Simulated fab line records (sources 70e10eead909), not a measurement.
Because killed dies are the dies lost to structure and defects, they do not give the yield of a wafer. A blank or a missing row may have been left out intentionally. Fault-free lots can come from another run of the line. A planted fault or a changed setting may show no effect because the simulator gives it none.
Which tool is to blame? :: flow nand_harc :: 11 lots, 33 wafers sampled, at 6 steps of a route of 1302

WHAT EACH GAUGE READ, for each wafer
NHARC_A_CHANNEL_HOLE_D2_CD_MEAS_31. Usual: cd_nm 90.2 nm, standard deviation 0.97.
lot: L795
measured: day 13 19:31
on: cd_sem-03
cd_nm (nm): 88.2 89.5 90.4
flag: 

lot: L796
measured: day 14 09:09
on: cd_sem-03
cd_nm (nm): 90.2 89.3 88.8
flag: 

lot: L799
measured: day 15 09:31
on: cd_sem-02
cd_nm (nm): 90.0 88.9 90.8
flag: 

lot: L806
measured: day 18 03:01
on: cd_sem-01
cd_nm (nm): 90.9 89.6 91.8
flag: 

lot: L807
measured: day 18 18:23
on: cd_sem-02
cd_nm (nm): 90.8 90.8 91.3
flag: 

lot: L808
measured: day 19 16:39
on: cd_sem-03
cd_nm (nm): 89.9 89.6 90.7
flag: 

lot: L812
measured: day 21 03:28
on: cd_sem-03
cd_nm (nm): 88.7 89.9 87.9
flag: 

lot: L814
measured: day 21 23:10
on: cd_sem-03
cd_nm (nm): 91.1 88.6 90.5
flag: 

lot: L815
measured: day 22 00:19
on: cd_sem-03
cd_nm (nm): 89.6 88.9 89.4
flag: 

lot: L813
measured: day 22 03:29
on: cd_sem-03
cd_nm (nm): 91.1 89.4 90.0
flag: 

lot: L816
measured: day 22 05:11
on: cd_sem-03
cd_nm (nm): 89.0 88.3 89.7
flag: 

NHARC_A_CHANNEL_HOLE_D2_INSPECT_40. Usual: raw_defect_count 288, standard deviation 91.
lot: L795
measured: day 13 19:42
on: defect_inspect-02
raw_defect_count: 218 245 233
flag: 

lot: L796
measured: day 14 09:20
on: defect_inspect-01
raw_defect_count: 342 552 293
flag: 

lot: L799
measured: day 15 09:42
on: defect_inspect-02
raw_defect_count: 262 267 291
flag: 

lot: L806
measured: day 18 03:12
on: defect_inspect-02
raw_defect_count: 1010 1112 1056
flag: OFF

lot: L807
measured: day 18 18:34
on: defect_inspect-01
raw_defect_count: 1178 1189 1299
flag: OFF

lot: L808
measured: day 19 16:50
on: defect_inspect-02
raw_defect_count: 327 355 276
flag: 

lot: L812
measured: day 21 03:39
on: defect_inspect-02
raw_defect_count: 259 378 316
flag: 

lot: L814
measured: day 21 23:21
on: defect_inspect-02
raw_defect_count: 197 219 200
flag: 

lot: L815
measured: day 22 00:31
on: defect_inspect-01
raw_defect_count: 244 230 249
flag: 

lot: L813
measured: day 22 03:40
on: defect_inspect-02
raw_defect_count: 401 390 265
flag: 

lot: L816
measured: day 22 05:22
on: defect_inspect-01
raw_defect_count: 329 224 278
flag: 

NHARC_END_SORT_01. Usual: killed_at_array 46, standard deviation 15; killed_at_other 0.8, standard deviation 1.1; killed_at_periphery 4.0, standard deviation 2.9; killed_dies 50, standard deviation 15; killed_open 3.2, standard deviation 1.8; killed_short 2.3, standard deviation 1.6.
lot: L806
measured: day 29 03:16
on: prober-01
killed_at_array: 119 106 101
killed_at_other: 0 0 0
killed_at_periphery: 1 1 1
killed_dies: 120 107 102
killed_open: 2 6 2
killed_short: 0 1 1
flag: OFF

lot: L807
measured: day 29 21:22
on: prober-01
killed_at_array: 107 119 105
killed_at_other: 0 1 0
killed_at_periphery: 5 5 2
killed_dies: 112 125 107
killed_open: 4 3 5
killed_short: 1 5 1
flag: OFF

WHAT TOOL EACH LOT RAN ON (gives the tool, then ch and the chambers of the sampled wafers, and finally the start)
lot: L795
NHARC_A_CHANNEL_HOLE_D2_ETCH_16: rie_diel-11 ch 0,1,2, day 13 12:22
NHARC_A_CHANNEL_HOLE_D2_ETCH_21: har_etch-02 ch 0,1, day 13 14:24
NHARC_A_CHANNEL_HOLE_D2_ETCH_25: har_etch-02 ch 0,1, day 13 16:53

lot: L796
NHARC_A_CHANNEL_HOLE_D2_ETCH_16: rie_diel-04 ch 0,1,2, day 14 02:56
NHARC_A_CHANNEL_HOLE_D2_ETCH_21: har_etch-01 ch 0,1, day 14 04:06
NHARC_A_CHANNEL_HOLE_D2_ETCH_25: har_etch-01 ch 0,1, day 14 06:40

lot: L799
NHARC_A_CHANNEL_HOLE_D2_ETCH_16: rie_diel-04 ch 0,1, day 15 03:11
NHARC_A_CHANNEL_HOLE_D2_ETCH_21: har_etch-02 ch 0,1, day 15 04:20
NHARC_A_CHANNEL_HOLE_D2_ETCH_25: har_etch-02 ch 0,1, day 15 06:53

lot: L806
NHARC_A_CHANNEL_HOLE_D2_ETCH_16: rie_diel-04 ch 0,2,3, day 17 20:25
NHARC_A_CHANNEL_HOLE_D2_ETCH_21: har_etch-01 ch 0,1, day 17 21:30
NHARC_A_CHANNEL_HOLE_D2_ETCH_25: har_etch-01 ch 0,1, day 17 23:59

lot: L807
NHARC_A_CHANNEL_HOLE_D2_ETCH_16: rie_diel-04 ch 0,1, day 18 12:16
NHARC_A_CHANNEL_HOLE_D2_ETCH_21: har_etch-01 ch 0,1, day 18 13:26
NHARC_A_CHANNEL_HOLE_D2_ETCH_25: har_etch-01 ch 0,1, day 18 16:02

lot: L808
NHARC_A_CHANNEL_HOLE_D2_ETCH_16: rie_diel-11 ch 0,1,2, day 19 10:16
NHARC_A_CHANNEL_HOLE_D2_ETCH_21: har_etch-01 ch 0,1, day 19 11:37
NHARC_A_CHANNEL_HOLE_D2_ETCH_25: har_etch-01 ch 0,1, day 19 14:10

lot: L812
NHARC_A_CHANNEL_HOLE_D2_ETCH_16: rie_diel-11 ch 1,2,3, day 20 21:19
NHARC_A_CHANNEL_HOLE_D2_ETCH_21: har_etch-01 ch 0,1, day 20 22:20
NHARC_A_CHANNEL_HOLE_D2_ETCH_25: har_etch-01 ch 0,1, day 21 00:50

lot: L814
NHARC_A_CHANNEL_HOLE_D2_ETCH_16: rie_diel-11 ch 0,1,3, day 21 17:03
NHARC_A_CHANNEL_HOLE_D2_ETCH_21: har_etch-01 ch 0,1, day 21 18:08
NHARC_A_CHANNEL_HOLE_D2_ETCH_25: har_etch-01 ch 0,1, day 21 20:42

lot: L815
NHARC_A_CHANNEL_HOLE_D2_ETCH_16: rie_diel-04 ch 0,2,3, day 21 18:07
NHARC_A_CHANNEL_HOLE_D2_ETCH_21: har_etch-02 ch 0,1, day 21 19:12
NHARC_A_CHANNEL_HOLE_D2_ETCH_25: har_etch-02 ch 0,1, day 21 21:40

lot: L813
NHARC_A_CHANNEL_HOLE_D2_ETCH_16: rie_diel-11 ch 0,1,2, day 21 19:07
NHARC_A_CHANNEL_HOLE_D2_ETCH_21: har_etch-01 ch 0,1, day 21 22:14
NHARC_A_CHANNEL_HOLE_D2_ETCH_25: har_etch-01 ch 0,1, day 22 00:43

lot: L816
NHARC_A_CHANNEL_HOLE_D2_ETCH_16: rie_diel-07 ch 0,1,3, day 21 22:55
NHARC_A_CHANNEL_HOLE_D2_ETCH_21: har_etch-02 ch 0,1, day 22 00:11
NHARC_A_CHANNEL_HOLE_D2_ETCH_25: har_etch-02 ch 0,1, day 22 02:43
- NHARC_A_CHANNEL_HOLE_D2_ETCH_16: etches the open film in O2/COS, target depth 3100 nm, time 806 s.
- NHARC_A_CHANNEL_HOLE_D2_ETCH_21: etches the open film in C4F8/O2/Ar, time 514.3 s, target depth 1600 nm.
- NHARC_A_CHANNEL_HOLE_D2_ETCH_25: etches the open film in C4F8/O2/Ar, time 1040.2 s, target depth 1500 nm.

WHAT THE TOOLS THEMSELVES READ (means of the sampled wafers that have a number; where no wafer has one, the mark that the record gives instead)
NHARC_A_CHANNEL_HOLE_D2_ETCH_16. Usual: drypump_motor_current_A 5.6 A, standard deviation 0.48; oes_product_au 1.000 a.u., standard deviation 0.0067; rf_fwd_power_W 499.7 W, standard deviation 1.7; rf_vpp_V 314.1 V, standard deviation 1.7; showerhead_plenum_p_Torr 3.12 Torr, standard deviation 0.1; throttle_valve_pct 28.330 %, standard deviation 0.0086.
lot: L795
tool: rie_diel-11
drypump_motor_current_A (A): 5.7
oes_product_au (a.u.): 0.992
rf_fwd_power_W (W): 500.4
rf_vpp_V (V): 313.2
showerhead_plenum_p_Torr (Torr): 3.04
throttle_valve_pct (%): 28.330
flag: 

lot: L796
tool: rie_diel-04
drypump_motor_current_A (A): 5.7
oes_product_au (a.u.): 0.995
rf_fwd_power_W (W): 500.0
rf_vpp_V (V): 315.4
showerhead_plenum_p_Torr (Torr): 3.16
throttle_valve_pct (%): 28.328
flag: 

lot: L799
tool: rie_diel-04
drypump_motor_current_A (A): 5.8
oes_product_au (a.u.): 1.001
rf_fwd_power_W (W): 497.5
rf_vpp_V (V): 314.8
showerhead_plenum_p_Torr (Torr): 3.14
throttle_valve_pct (%): 28.333
flag: 

lot: L806
tool: rie_diel-04
drypump_motor_current_A (A): 5.6
oes_product_au (a.u.): 0.996
rf_fwd_power_W (W): 500.3
rf_vpp_V (V): 314.6
showerhead_plenum_p_Torr (Torr): 3.15
throttle_valve_pct (%): 28.327
flag: 

lot: L807
tool: rie_diel-04
drypump_motor_current_A (A): 5.8
oes_product_au (a.u.): 0.995
rf_fwd_power_W (W): 500.6
rf_vpp_V (V): 315.2
showerhead_plenum_p_Torr (Torr): 3.18
throttle_valve_pct (%): 28.322
flag: 

lot: L808
tool: rie_diel-11
drypump_motor_current_A (A): 5.7
oes_product_au (a.u.): 1.003
rf_fwd_power_W (W): 499.8
rf_vpp_V (V): 312.8
showerhead_plenum_p_Torr (Torr): 3.04
throttle_valve_pct (%): 28.336
flag: 

lot: L812
tool: rie_diel-11
drypump_motor_current_A (A): 5.2
oes_product_au (a.u.): 0.995
rf_fwd_power_W (W): 498.1
rf_vpp_V (V): 312.9
showerhead_plenum_p_Torr (Torr): 3.02
throttle_valve_pct (%): 28.331
flag: 

lot: L814
tool: rie_diel-11
drypump_motor_current_A (A): 5.6
oes_product_au (a.u.): 1.001
rf_fwd_power_W (W): 500.3
rf_vpp_V (V): 314.8
showerhead_plenum_p_Torr (Torr): 3.11
throttle_valve_pct (%): 28.330
flag: 

lot: L815
tool: rie_diel-04
drypump_motor_current_A (A): 5.5
oes_product_au (a.u.): 1.000
rf_fwd_power_W (W): 499.9
rf_vpp_V (V): 315.0
showerhead_plenum_p_Torr (Torr): 3.14
throttle_valve_pct (%): 28.325
flag: 

lot: L813
tool: rie_diel-11
drypump_motor_current_A (A): 5.7
oes_product_au (a.u.): 0.999
rf_fwd_power_W (W): 500.7
rf_vpp_V (V): 312.7
showerhead_plenum_p_Torr (Torr): 3.03
throttle_valve_pct (%): 28.332
flag: 

lot: L816
tool: rie_diel-07
drypump_motor_current_A (A): 5.4
oes_product_au (a.u.): 1.000
rf_fwd_power_W (W): 499.4
rf_vpp_V (V): 314.2
showerhead_plenum_p_Torr (Torr): 3.14
throttle_valve_pct (%): 28.330
flag: 

NHARC_A_CHANNEL_HOLE_D2_ETCH_21. Usual: drypump_motor_current_A 5.7 A, standard deviation 0.67; showerhead_plenum_p_Torr 3.72 Torr, standard deviation 0.12; throttle_valve_pct 32.156 %, standard deviation 0.0091.
lot: L795
tool: har_etch-02
drypump_motor_current_A (A): 6.3
showerhead_plenum_p_Torr (Torr): 3.64
throttle_valve_pct (%): 32.159
flag: 

lot: L796
tool: har_etch-01
drypump_motor_current_A (A): 5.1
showerhead_plenum_p_Torr (Torr): 3.74
throttle_valve_pct (%): 32.166
flag: 

lot: L799
tool: har_etch-02
drypump_motor_current_A (A): 6.3
showerhead_plenum_p_Torr (Torr): 3.62
throttle_valve_pct (%): 32.165
flag: 

lot: L806
tool: har_etch-01
drypump_motor_current_A (A): 5.2
showerhead_plenum_p_Torr (Torr): 3.76
throttle_valve_pct (%): 32.156
flag: 

lot: L807
tool: har_etch-01
drypump_motor_current_A (A): 5.0
showerhead_plenum_p_Torr (Torr): 3.70
throttle_valve_pct (%): 32.157
flag: 

lot: L808
tool: har_etch-01
drypump_motor_current_A (A): 5.2
showerhead_plenum_p_Torr (Torr): 3.75
throttle_valve_pct (%): 32.156
flag: 

lot: L812
tool: har_etch-01
drypump_motor_current_A (A): 5.2
showerhead_plenum_p_Torr (Torr): 3.74
throttle_valve_pct (%): 32.166
flag: 

lot: L814
tool: har_etch-01
drypump_motor_current_A (A): 5.2
showerhead_plenum_p_Torr (Torr): 3.73
throttle_valve_pct (%): 32.146
flag: 

lot: L815
tool: har_etch-02
drypump_motor_current_A (A): 6.5
showerhead_plenum_p_Torr (Torr): 3.82
throttle_valve_pct (%): 32.156
flag: 

lot: L813
tool: har_etch-01
drypump_motor_current_A (A): 5.1
showerhead_plenum_p_Torr (Torr): 3.68
throttle_valve_pct (%): 32.159
flag: 

lot: L816
tool: har_etch-02
drypump_motor_current_A (A): 6.5
showerhead_plenum_p_Torr (Torr): 3.82
throttle_valve_pct (%): 32.150
flag: 

NHARC_A_CHANNEL_HOLE_D2_ETCH_25. Usual: drypump_motor_current_A 5.7 A, standard deviation 0.67; showerhead_plenum_p_Torr 3.72 Torr, standard deviation 0.12; throttle_valve_pct 32.236 %, standard deviation 0.0092.
lot: L795
tool: har_etch-02
drypump_motor_current_A (A): 6.3
showerhead_plenum_p_Torr (Torr): 3.63
throttle_valve_pct (%): 32.232
flag: 

lot: L796
tool: har_etch-01
drypump_motor_current_A (A): 5.1
showerhead_plenum_p_Torr (Torr): 3.73
throttle_valve_pct (%): 32.237
flag: 

lot: L799
tool: har_etch-02
drypump_motor_current_A (A): 6.3
showerhead_plenum_p_Torr (Torr): 3.62
throttle_valve_pct (%): 32.237
flag: 

lot: L806
tool: har_etch-01
drypump_motor_current_A (A): 5.2
showerhead_plenum_p_Torr (Torr): 3.75
throttle_valve_pct (%): 32.236
flag: 

lot: L807
tool: har_etch-01
drypump_motor_current_A (A): 5.0
showerhead_plenum_p_Torr (Torr): 3.70
throttle_valve_pct (%): 32.245
flag: 

lot: L808
tool: har_etch-01
drypump_motor_current_A (A): 5.2
showerhead_plenum_p_Torr (Torr): 3.74
throttle_valve_pct (%): 32.225
flag: 

lot: L812
tool: har_etch-01
drypump_motor_current_A (A): 5.2
showerhead_plenum_p_Torr (Torr): 3.73
throttle_valve_pct (%): 32.227
flag: 

lot: L814
tool: har_etch-01
drypump_motor_current_A (A): 5.3
showerhead_plenum_p_Torr (Torr): 3.72
throttle_valve_pct (%): 32.237
flag: 

lot: L815
tool: har_etch-02
drypump_motor_current_A (A): 6.5
showerhead_plenum_p_Torr (Torr): 3.82
throttle_valve_pct (%): 32.232
flag: 

lot: L813
tool: har_etch-01
drypump_motor_current_A (A): 5.0
showerhead_plenum_p_Torr (Torr): 3.67
throttle_valve_pct (%): 32.242
flag: 

lot: L816
tool: har_etch-02
drypump_motor_current_A (A): 6.5
showerhead_plenum_p_Torr (Torr): 3.81
throttle_valve_pct (%): 32.239
flag: 

THE ANSWER, worked out from the rows above alone
Rule: a lot is off if the mean of its wafers that have a number lies more than 3 standard deviations from the usual mean. Also off: a lot with no number at a reading for which 4 or more lots have one. All remaining lots with rows at the step are treated as sound. After the gauges, taken in route order, come the tools' own readings; for these a lot's mean is taken, as printed above. At the first step where some lot is off, the reading lying furthest off is the one used; lots without a number count as furthest.
Off: L806, L807, at NHARC_A_CHANNEL_HOLE_D2_INSPECT_40 (raw_defect_count).
A tool fits if, at a process step before that reading, it ran every lot that is off, and no sound lot after the first of them. Not tried: the gauges at NHARC_A_CHANNEL_HOLE_D2_INSPECT_40; whatever is off there is also off at NHARC_END_SORT_01, on other tools, and gauge error can't account for it. None of those tried fits.

WHAT HAD BEEN PUT IN BY THE SIMULATOR
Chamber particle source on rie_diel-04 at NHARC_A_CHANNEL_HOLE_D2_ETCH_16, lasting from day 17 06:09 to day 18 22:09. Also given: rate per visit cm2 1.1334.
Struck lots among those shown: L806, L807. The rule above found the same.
